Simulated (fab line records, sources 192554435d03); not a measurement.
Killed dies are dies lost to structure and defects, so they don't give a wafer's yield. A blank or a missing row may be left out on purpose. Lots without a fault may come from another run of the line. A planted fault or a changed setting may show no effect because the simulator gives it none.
A struck lot beside a sound one | flow n5_finfet | 39 steps out of a route of 1938
Sound: wafers L392.1, L392.2, L392.3. Struck: wafer L384.2. (L384.3 of the same lot was not struck and is left out.) The cause comes at the end.
At each step with rows: each side's tool, then ch and its chambers, then its first start. Under that, the readings that differ: sound wafers | struck wafers | difference of the means | sigmas: that difference in standard deviations of wafers without a fault.
alike: readings whose means differ by less than 2 such deviations, and words and numbers that are the same on both sides. not compared: withheld readings, readings that some wafer has no value for, bounds like >300 that may hide the same value, and numbers for which the record gives no deviation and whose values overlap.
The two part at a step that has a row with sigmas, a row that says differs or no value, or rows on one side only. Numbers that don't overlap but have no deviation are shown without sigmas and don't part them. A reading that every wafer of one side lacks parts them only if that side has two wafers or more.

first, 9 steps without rows for these wafers: N5_HKMG_FIN_DESCUM_17 (chemistry O2, time 7.9 s); N5_HKMG_FIN_ETCH_31 (etches SiARC in CF4, target depth 45.5 nm, time 75.8 s); N5_HKMG_FIN_ETCH_32 (etches SOC in N2/H2, target depth 240 nm, time 300 s); N5_HKMG_FIN_STRIP_33 (strips in N2/H2); N5_HKMG_FIN_STRIP_34 (strips in CF4); N5_HKMG_FIN_ETCH_35 (etches SOC in N2/H2, target depth 215.8 nm, time 243.4 s); N5_HKMG_FIN_STRIP_92 (strips SOC in N2/H2, time 20 s); N5_HKMG_FIN_WET_ETCH_18 (etches TiN in SC1, time 55 s, target depth 5.2 nm, rinse time 30 s); N5_HKMG_FIN_STRIP_19 (strips in N2/H2, time 360 s).
N5_HKMG_FIN_ALD_91: deposits TiN, target thk 1 nm, pulse time 1 s, purge time 3 s.
  sound on ald_metal-02 ch 0,1,3, day 8 22:14; struck on ald_metal-01 ch 3, day 7 05:18
  reading                                  | sound    | struck | difference | sigmas
  ald_cycles                               | 47 47 47 | 33     | -14        |
  model.TiN_of_HKMG_FIN_ALD_91.thk_nm (nm) | 1 1 1    | 0.6    | -0.4       |
  alike: heater_power_w, precursor_pulse_height_rel
then, 1 step without rows for these wafers: N5_HKMG_FIN_COAT_85 (time 60 s, resist thk 300 nm).
N5_HKMG_FIN_ETCH_86: etches SOC in N2/H2, stops on TiN, target depth 393.2 nm.
  sound on rie_diel-06 ch 0,1,3, day 8 22:38; struck on rie_diel-02 ch 0, day 7 05:44
  reading                                  | sound     | struck | difference | sigmas
  rf_hours_counter_h (h)                   | 38 180 81 | 208    | +108       |
  model.TiN_of_HKMG_FIN_ALD_91.thk_nm (nm) | 1 1 1     | 0.6    | -0.4       |
  alike: drypump_motor_current_A, oes_product_au, rf_vpp_V, showerhead_plenum_p_Torr, throttle_valve_pct
then, 25 steps without rows for these wafers: N5_HKMG_FIN_STRIP_89 (strips SOC in N2/H2, time 20 s); N5_HKMG_FIN_WET_ETCH_87 (etches TiN in SC1, time 154.2 s, target depth 4.7 nm, rinse time 30 s); N5_HKMG_FIN_STRIP_88 (strips in N2/H2, time 360 s); N5_HKMG_FIN_NWFM_ALD_20 (deposits TiAlC, target thk 2 nm, pulse time 3 s, purge time 2 s); N5_HKMG_FIN_ALD_71 (deposits TiN, target thk 1 nm, pulse time 1 s, purge time 3 s); N5_HKMG_FIN_COAT_66 (time 60 s, resist thk 300 nm); N5_HKMG_FIN_ETCH_67 (etches SOC in N2/H2, stops on TiN, target depth 388.9 nm); N5_HKMG_FIN_STRIP_90 (strips SOC in N2/H2, time 20 s); N5_HKMG_FIN_WET_ETCH_73 (etches the open film in SC1, time 42.3 s, target depth 1.3 nm, rinse time 30 s); N5_HKMG_FIN_ETCHBACK_68 (etches the open film in Cl2/Ar, stops on HfO2, target depth 0.5 nm); N5_HKMG_FIN_STRIP_69 (strips in N2/H2, time 360 s); N5_HKMG_FIN_ALD_21 (deposits TiN, target thk 1.5 nm, pulse time 1 s, purge time 3 s); N5_HKMG_FIN_ALD_72 (deposits W, target thk 2 nm, pulse time 1 s, purge time 2 s); N5_HKMG_FIN_W_FILL_22 (material W, target thk 60 nm, time 18.2 s); N5_HKMG_FIN_PRECLEAN_83 (cleans in DIW, time 57.5 s); N5_HKMG_FIN_SRD_84 (dry time 32 s); N5_HKMG_FIN_CMP_23 (polishes, stops on SiNx, t overpolish 10 s, target thk 46.326 nm); N5_HKMG_FIN_CMP_94 (polishes, stops on SiNx, t overpolish 4.7 s, target thk 43.299 nm); N5_GATE_CUT_ETCHBACK_00 (etches W in SF6/Cl2); N5_GATE_CUT_ETCH_56 (etches TiN in Cl2/Ar, target depth 21.6 nm); N5_GATE_CUT_ETCHBACK_30 (etches TiN in Cl2/Ar, target depth 3 nm); N5_GATE_CUT_VAPOR_ETCH_60 (etches HfO2 in BCl3/Cl2); N5_GATE_CUT_ETCH_58 (etches SiNx in CH3F/O2, target depth 17 nm, time 128.6 s); N5_GATE_CUT_STRIP_59 (strips in N2/H2, time 20 s); N5_GATE_CUT_PRECLEAN_31 (cleans in DIW, time 300 s).
-- the record jumps here: 5 days lie between the struck wafers' starts before and after (it left off in module GATE_CUT and takes up again in module BEOL_M4, whose first step shown is number 1111 of the route) --
N5_BEOL_M4_RC_MEAS_101:
  sound on prober-02 ch 0, day 13 08:51; struck on prober-01 ch 0, day 11 21:02
  reading             | sound                      | struck    | difference | sigmas
  IOFF_N (nA/um)      | 0.21 0.19 0.19             | 0.70      | +0.50      | +11
  IOFF_N_85C (nA/um)  | 3.9 3.6 3.6                | 11.0      | +7.3       | +10
  IOFF_N_LIN (nA/um)  | 0.090 0.087 0.086          | 0.319     | +0.231     | +14
  IOFF_N_LONG (nA/um) | 5.61e-05 5.81e-05 5.81e-05 | 0.0001625 | +0.0001051 | +40
  IOFF_P_LONG (nA/um) | 0.000102 0.000101 9.9e-05  | 7e-05     | -3e-05     | -3
  ION_N (uA/um)       | 686 680 680                | 771       | +89        | +6
  VT_N (mV)           | 245 244 246                | 211       | -34        | -8
  VT_N_LONG (mV)      | 273.4 269.8 273.2          | 239.4     | -32.7      | -14
  VT_N_LVT (mV)       | 96 93 95                   | 56        | -39        | -8
  VT_P (mV)           | -250 -248 -248             | -260      | -11        | -3
  VT_P_LONG (mV)      | -275 -274 -277             | -291      | -16        | -5
  alike: DIBL_N, DIBL_P, IOFF_P, ION_P, SS_N, SS_P
-- the record jumps here: 5 days lie between the struck wafers' starts before and after (it left off in module BEOL_M4 and takes up again in module PASSIVATION, whose first step shown is number 1936 of the route) --
N5_PASSIVATION_PROBE_49:
  sound on prober-02, day 18 04:08; struck on prober-02, day 16 20:51
  reading                | sound          | struck | difference | sigmas
  killed_at_M4_up        | 15 8 9         | 22     | +11        | +2
  killed_at_other        | 2 6 3          | 14     | +10        | +4
  sort_bin_4_leakage (%) | 0 0 0          | 89.58  | +89.58     | +99 or more
  sort_n_pass            | 1072 1084 1071 | 11     | -1065      | -63
  alike: defect_limited_yield, killed_at_M0_to_M3, killed_at_contacts, killed_at_front_end, killed_dies, killed_on_rim, killed_open, killed_short, sort_bin_5_function, sort_bin_6_memory, sort_bin_8_speed

WHERE THEY PART
First at N5_BEOL_M4_RC_MEAS_101; last, within this record, at N5_PASSIVATION_PROBE_49.

WHY: what the simulator had put in
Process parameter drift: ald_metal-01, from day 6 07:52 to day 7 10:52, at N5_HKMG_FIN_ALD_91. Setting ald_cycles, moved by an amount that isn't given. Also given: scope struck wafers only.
